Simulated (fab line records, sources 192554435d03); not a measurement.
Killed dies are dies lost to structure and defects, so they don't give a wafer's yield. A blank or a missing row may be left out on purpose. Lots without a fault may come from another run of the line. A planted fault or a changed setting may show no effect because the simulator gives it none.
Split-lot experiment | flow n5_finfet | 7 lots, 39 wafers read, on a route of 1938 steps

THE SPLIT
At N5_PMOS_HMC_CHANNEL_EPI_DEVELOP_08 (develop time 30 s), the setting develop_time_s was moved away from the recipe's 30 s on 15 of the 39 wafers read, by -56.1% to +53.5%. The other wafers ran this setting at the recipe's value.

The file shows no step between the split and the reading.

THE READING
cd_nm, in nm, at N5_PMOS_HMC_CHANNEL_EPI_CD_MEAS_09 (target cd 237.4 nm). Fault-free wafers of this fab line usually give 237.1 nm, standard deviation 0.9 nm.

wafer  | tool, chamber at the split | develop_time_s as run, s | against the recipe | cd_nm, nm | against lot-mates on the recipe
L081.1 | litho_track-05, 0          | 30                       | recipe             | 236.4     | -
L081.2 | litho_track-05, 0          | 30                       | recipe             | 236.7     | -
L081.3 | litho_track-05, 0          | 18.84                    | -37.2%             | 234.6     | -1.9
L081.4 | litho_track-05, 0          | 18.84                    | -37.2%             | 233.7     | -2.8
L081.5 | litho_track-05, 0          | 18.84                    | -37.2%             | 233.2     | -3.3
L081.6 | litho_track-05, 0          | 30                       | recipe             | 236.3     | -
L085.1 | litho_track-04, 0          | 30                       | recipe             | 238.7     | -
L085.2 | litho_track-04, 0          | 30                       | recipe             | 238.8     | -
L085.4 | litho_track-04, 0          | 30                       | recipe             | 239.9     | -
L089.1 | litho_track-04, 0          | 46.04                    | +53.5%             | 239.4     | +3.1
L089.2 | litho_track-04, 0          | 30                       | recipe             | 237.1     | -
L089.3 | litho_track-04, 0          | 46.04                    | +53.5%             | 238.9     | +2.6
L089.4 | litho_track-04, 0          | 30                       | recipe             | 236.4     | -
L089.5 | litho_track-04, 0          | 46.04                    | +53.5%             | 238.9     | +2.6
L089.6 | litho_track-04, 0          | 30                       | recipe             | 235.5     | -
L090.1 | litho_track-03, 0          | 30                       | recipe             | 237.2     | -
L090.2 | litho_track-03, 0          | 16.77                    | -44.1%             | 234.0     | -3.1
L090.3 | litho_track-03, 0          | 30                       | recipe             | 237.6     | -
L090.4 | litho_track-03, 0          | 30                       | recipe             | 236.6     | -
L090.5 | litho_track-03, 0          | 16.77                    | -44.1%             | 232.7     | -4.4
L090.6 | litho_track-03, 0          | 16.77                    | -44.1%             | 234.2     | -2.9
L091.1 | litho_track-05, 0          | 30                       | recipe             | 238.5     | -
L091.2 | litho_track-05, 0          | 30                       | recipe             | 238.7     | -
L091.3 | litho_track-05, 0          | 30                       | recipe             | 237.9     | -
L091.4 | litho_track-05, 0          | 30                       | recipe             | 236.3     | -
L091.5 | litho_track-05, 0          | 30                       | recipe             | 238.0     | -
L091.6 | litho_track-05, 0          | 30                       | recipe             | 237.9     | -
L095.1 | litho_track-04, 0          | 30                       | recipe             | 237.6     | -
L095.2 | litho_track-04, 0          | 13.18                    | -56.1%             | 231.2     | -6.2
L095.3 | litho_track-04, 0          | 13.18                    | -56.1%             | 231.5     | -5.9
L095.4 | litho_track-04, 0          | 30                       | recipe             | 237.4     | -
L095.5 | litho_track-04, 0          | 13.18                    | -56.1%             | 231.8     | -5.6
L095.6 | litho_track-04, 0          | 30                       | recipe             | 237.3     | -
L096.1 | litho_track-05, 0          | 14.07                    | -53.1%             | 230.9     | -5.7
L096.2 | litho_track-05, 0          | 30                       | recipe             | 237.6     | -
L096.3 | litho_track-05, 0          | 30                       | recipe             | 236.2     | -
L096.4 | litho_track-05, 0          | 30                       | recipe             | 236.1     | -
L096.5 | litho_track-05, 0          | 14.07                    | -53.1%             | 231.6     | -5.0
L096.6 | litho_track-05, 0          | 14.07                    | -53.1%             | 231.5     | -5.1

THE FIT
A straight line over all 39 wafers: cd_nm changes by +0.0796 nm for each +1% of develop_time_s; r = +0.89; the points scatter about the line by 1.2 nm.
The same after taking each lot's own level away (the mean of its wafers on the recipe; 39 wafers): +0.0802 nm for each +1%; r = +0.94; scatter 0.82 nm.
On that fit, the largest move of develop_time_s shifts the reading by 4.5 nm.
The lots' own levels span 236.33 to 239.13 nm, that is 3.1 times the standard deviation above.
So the lot-to-lot level changes the slope little: the two slopes agree.
Check: with one of the wafers moved furthest among these (-56.1%) left out of the fit, the line predicts -4.63 nm for it against its lot-mates. It came out at -6.23 nm against them.

OTHER SPLITS ON THESE WAFERS
These wafers also went through other splits before the reading. Each is held against what the fit with the lots' levels taken away leaves over:
other split on the same wafers | wafers away from the commonest value | r with cd_nm (lot level and that fit taken away)
N5_ZERO_LAYER_PECVD_02 time_s  | 15                                   | +0.11

THE WHOLE CHAIN: every reading that the file lists as answering this split, in the file's order
step                               | what it does                                                           | reading                                                                     | change (the file's fit)                | r (the file's)
N5_PMOS_HMC_CHANNEL_EPI_CD_MEAS_09 | target cd 237.4 nm                                                     | cd_nm                                                                       | +0.0834 nm for each +1% of the setting | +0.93
N5_PMOS_HMC_CHANNEL_EPI_DESCUM_14  | chemistry O2, time 7.9 s                                               | PMOS_HMC_CHANNEL_EPI.cd_nm (the simulator's own value, which no gauge read) | +0.0838 nm for each +1% of the setting | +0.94
N5_PMOS_HMC_CHANNEL_EPI_ETCH_32    | etches BARC in N2/H2, stops on SiO2, target depth 85.8 nm, time 50.3 s | PMOS_HMC_CHANNEL_EPI.cd_nm (the simulator's own value, which no gauge read) | +0.0849 nm for each +1% of the setting | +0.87

THE FILE'S OWN FIT
cd_nm changes by +0.0834 nm for each +1% of develop_time_s, r = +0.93.
